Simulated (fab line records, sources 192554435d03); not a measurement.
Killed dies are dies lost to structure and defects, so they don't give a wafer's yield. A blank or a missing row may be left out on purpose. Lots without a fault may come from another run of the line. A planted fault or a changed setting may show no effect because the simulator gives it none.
Which tool did it? | flow n5_finfet | 11 lots, 32 wafers sampled, at 2 steps of a route of 1938

WHAT THE GAUGES READ, wafer by wafer
N5_PASSIVATION_CD_MEAS_30: target cd 4000 nm.
lot  | measured     | on        | cd_nm (nm)
L592 | day 12 01:05 | cd_sem-01 | 4000.5 4000.7 4000.3
L593 | day 12 03:44 | cd_sem-02 | 3999.6 4000.9
L594 | day 12 06:39 | cd_sem-02 | 3995.6 3997.7 3998.3
L595 | day 12 23:56 | cd_sem-02 | 4001.4 4000.7 3997.5
L597 | day 13 16:13 | cd_sem-03 | 4002.5 4004.0 4001.4
L598 | day 13 10:19 | cd_sem-03 | 3998.3 3999.0 4000.4
L600 | day 14 18:01 | cd_sem-02 | 4001.1 4000.9 4001.0
L605 | day 15 12:22 | cd_sem-03 | 3997.4 4000.8 4001.6
L606 | day 15 17:16 | cd_sem-02 | 3998.1 3997.5 3997.2
L612 | day 17 15:37 | cd_sem-01 | 3999.5 4000.1 3999.2
L614 | day 18 08:35 | cd_sem-02 | 4001.7 4001.4 4001.5

WHICH TOOL RAN EACH LOT (tool, then ch and the chambers of the sampled wafers, then the start)
lot  | N5_BEOL_M2_SPUTTER_86
L592 | pvd_sputter-01, day 6 19:52
L593 | pvd_sputter-03, day 7 02:36
L594 | pvd_sputter-01, day 7 11:54
L595 | pvd_sputter-01, day 7 16:44
L597 | pvd_sputter-01, day 8 09:29
L598 | pvd_sputter-03, day 8 09:34
L600 | pvd_sputter-02, day 9 01:35
L605 | pvd_sputter-01, day 9 21:20
L606 | pvd_sputter-01, day 10 10:30
L612 | pvd_sputter-03, day 12 07:02
L614 | pvd_sputter-02, day 12 09:43
- N5_BEOL_M2_SPUTTER_86: material Cu, target thk 4.5 nm, time 8.29 s.

WHAT THE TOOLS THEMSELVES READ (means of the sampled wafers that have a number; where no wafer has one, the mark that the record gives instead)
N5_BEOL_M2_SPUTTER_86.
lot  | tool           | chuck_sensor_temp_C (C) | throttle_valve_pct (%)
L592 | pvd_sputter-01 | -16.1                   | 30.2
L593 | pvd_sputter-03 | -15.9                   | 29.9
L594 | pvd_sputter-01 | -16.3                   | 29.8
L595 | pvd_sputter-01 | -16.2                   | 29.9
L597 | pvd_sputter-01 | -15.7                   | 30.4
L598 | pvd_sputter-03 | -15.6                   | 30.3
L600 | pvd_sputter-02 | -16.3                   | 30.1
L605 | pvd_sputter-01 | -16.2                   | 29.8
L606 | pvd_sputter-01 | -15.8                   | 29.8
L612 | pvd_sputter-03 | -15.9                   | 29.7
L614 | pvd_sputter-02 | -16.4                   | 30.6

THE ANSWER, worked out from the rows above alone
Rule: what is usual is taken from the lots themselves. Put in order of their means at a reading, lots are off if they are a third of the lots or fewer, leave a main group of 4 or more, and stand apart from it by a gap of 3 or more times the standard deviation of the main group's means; of several such gaps the widest counts. A main group whose means are all the same, to the digits that the tables above print for the reading, isn't used. A lot without any number at a reading at which 4 lots or more have one is off too. The other lots that the step has rows for count as sound. The gauges are gone through in route order, then the tools' own readings, and for those a lot's mean is taken as printed above. The first step at which some lot is off is used, and at that step the reading that is off furthest; a lot without a number counts as furthest.
No lot is off at any reading shown: from this, nothing can be told.

WHAT THE SIMULATOR HAD PUT IN
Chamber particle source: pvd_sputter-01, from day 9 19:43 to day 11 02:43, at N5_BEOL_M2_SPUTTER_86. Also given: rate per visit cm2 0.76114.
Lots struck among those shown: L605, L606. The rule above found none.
